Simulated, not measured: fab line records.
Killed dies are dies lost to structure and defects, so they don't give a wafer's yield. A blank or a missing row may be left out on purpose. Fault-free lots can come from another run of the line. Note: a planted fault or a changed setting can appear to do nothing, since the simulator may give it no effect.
A lot that was struck, set against a sound lot	flow n5Finfet	38 out of 1938 route steps
Sound: these wafers, L903.4, L903.5, L903.6. Struck: wafers L911.2, L911.3, L911.5. At the end, the cause is stated.
At each step with rows: each side's tool, then ch and its chambers, then its first start. Under that, the readings that differ: sound wafers	struck wafers	difference of the means	sigmas: that difference in standard deviations of wafers without a fault.
alike: a reading whose means differ by less than 2 such deviations, as well as words and numbers matching on both sides. not compared: withheld readings; readings where some wafer has no value; bounds like >300 that might hide an equal value; numbers whose values overlap and for which the record gives no deviation.
The two part at a step that has a row with sigmas, a row that says differs or no value, or rows on one side only. Non-overlapping numbers with no deviation appear without sigmas and do not part them. A reading that every wafer of one side lacks parts them only if that side has two wafers or more.

first, 9 steps without rows for these wafers: N5_HKMG_FIN_EXPOSE_09 (exposes mask NWFM); N5_HKMG_FIN_PEB_10 (peb time 60 s); N5_HKMG_FIN_DEVELOP_11 (develop time 30 s); N5_HKMG_FIN_DESCUM_17 (chemistry O2, time 7.9 s); N5_HKMG_FIN_ETCH_31 (etches SiARC in CF4, target depth 45.5 nm, time 75.8 s); N5_HKMG_FIN_ETCH_32 (etches SOC in N2/H2, target depth 240 nm, time 300 s); N5_HKMG_FIN_STRIP_33 (strips in N2/H2); N5_HKMG_FIN_STRIP_34 (strips in CF4); N5_HKMG_FIN_ETCH_35 (etches SOC in N2/H2, target depth 215.8 nm, time 243.4 s).
N5_HKMG_FIN_STRIP_92: strips SOC in N2/H2, time 20 s.
  sound on rieDiel-05 ch 0,3, day 4 03:26; struck on rieDiel-02 ch 0,1,2, day 6 06:43
  alike: drypumpMotorCurrentA, oesProductAu, powerW, rfVppV, showerheadPlenumPTorr, tempC, throttleValvePct
  not compared: rfHoursCounterH
then, 27 steps without rows for these wafers: N5_HKMG_FIN_WET_ETCH_18 (etches TiN in SC1, time 55 s, target depth 5.2 nm, rinse time 30 s); N5_HKMG_FIN_STRIP_19 (strips in N2/H2, time 360 s); N5_HKMG_FIN_ALD_91 (deposits TiN, target thk 1 nm, pulse time 1 s, purge time 3 s); N5_HKMG_FIN_COAT_85 (time 60 s, resist thk 300 nm); N5_HKMG_FIN_ETCH_86 (etches SOC in N2/H2, stops on TiN, target depth 393.2 nm); N5_HKMG_FIN_STRIP_89 (strips SOC in N2/H2, time 20 s); N5_HKMG_FIN_WET_ETCH_87 (etches TiN in SC1, time 154.2 s, target depth 4.7 nm, rinse time 30 s); N5_HKMG_FIN_STRIP_88 (strips in N2/H2, time 360 s); N5_HKMG_FIN_NWFM_ALD_20 (deposits TiAlC, target thk 2 nm, pulse time 3 s, purge time 2 s); N5_HKMG_FIN_ALD_71 (deposits TiN, target thk 1 nm, pulse time 1 s, purge time 3 s); N5_HKMG_FIN_COAT_66 (time 60 s, resist thk 300 nm); N5_HKMG_FIN_ETCH_67 (etches SOC in N2/H2, stops on TiN, target depth 388.9 nm); N5_HKMG_FIN_STRIP_90 (strips SOC in N2/H2, time 20 s); N5_HKMG_FIN_WET_ETCH_73 (etches the open film in SC1, time 42.3 s, target depth 1.3 nm, rinse time 30 s); N5_HKMG_FIN_ETCHBACK_68 (etches the open film in Cl2/Ar, stops on HfO2, target depth 0.5 nm); N5_HKMG_FIN_STRIP_69 (strips in N2/H2, time 360 s); N5_HKMG_FIN_ALD_21 (deposits TiN, target thk 1.5 nm, pulse time 1 s, purge time 3 s); N5_HKMG_FIN_ALD_72 (deposits W, target thk 2 nm, pulse time 1 s, purge time 2 s); N5_HKMG_FIN_W_FILL_22 (material W, target thk 60 nm, time 18.2 s); N5_HKMG_FIN_PRECLEAN_83 (cleans in DIW, time 57.5 s); N5_HKMG_FIN_SRD_84 (dry time 32 s); N5_HKMG_FIN_CMP_23 (polishes, stops on SiNx, t overpolish 10 s, target thk 46.326 nm); N5_HKMG_FIN_CMP_94 (polishes, stops on SiNx, t overpolish 4.7 s, target thk 43.299 nm); N5_GATE_CUT_ETCHBACK_00 (etches W in SF6/Cl2); N5_GATE_CUT_ETCH_56 (etches TiN in Cl2/Ar, target depth 21.6 nm); N5_GATE_CUT_ETCHBACK_30 (etches TiN in Cl2/Ar, target depth 3 nm); N5_GATE_CUT_VAPOR_ETCH_60 (etches HfO2 in BCl3/Cl2).
-- record jumps: 8 days separate the struck wafers' starts on either side; left off in module GATE_CUT, taken up again in module PASSIVATION, whose first shown step is the route's number 1936 --
N5_PASSIVATION_PROBE_49:
  record: rows for the struck wafers here (prober-02, day 14 15:04), none for the sound ones

== WHERE THEY PART ==
Only at N5_PASSIVATION_PROBE_49, as far as this record shows.

WHY: what the simulator had put in
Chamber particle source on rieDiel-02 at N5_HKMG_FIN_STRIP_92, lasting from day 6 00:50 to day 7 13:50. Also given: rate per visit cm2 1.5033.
